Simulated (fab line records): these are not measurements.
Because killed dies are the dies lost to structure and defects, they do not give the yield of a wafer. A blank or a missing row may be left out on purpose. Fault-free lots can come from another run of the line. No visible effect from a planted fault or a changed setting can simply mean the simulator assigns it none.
Chamber matching | flow n5Finfet | N5_BEOL_M4_PRE_CLEAN_60 on cvdCo-01 has 3 sister chambers
The step time 15 s. 3 wafers are shown with their chamber, then 7 later ones without.

## WAFERS WITH THEIR CHAMBER
wafer  | chamber | heaterPowerW (W)
L704.4 | 2       | 75
L704.6 | 1       | 71
L715.3 | 0       | 145

## WAFERS WITH NO CHAMBER GIVEN
wafer  | heaterPowerW (W)
L715.6 | 146
L716.2 | 146
L716.4 | 146
L716.5 | 71
L718.1 | 75
L718.4 | 76
L718.6 | 145

## WHICH CHAMBER EACH ONE RAN IN
wafer  | from the rows above | in truth
L715.6 | 0                   | 0
L716.2 | 0                   | 0
L716.4 | 0                   | 0
L716.5 | 1                   | 1
L718.1 | 2                   | 2
L718.4 | 2                   | 2
L718.6 | 0                   | 0
Placed correctly: 7 of 7. From these rows, 0 cannot be placed. Wrongly placed: 0.
How it was worked out, from the rows above alone: a wafer's distance from a chamber is the root of the sum, over the readings, of the square of ((its reading less the chamber's mean) divided by the reading's scatter). The wafer belongs to the nearest chamber; if the next one is less than 2 further off, it can't be placed. For every chamber, the mean is computed from those of its wafers that are shown. The scatter: with one shown wafer a chamber, the root of the mean of the squares of how far each hidden wafer lies from its nearest shown one.
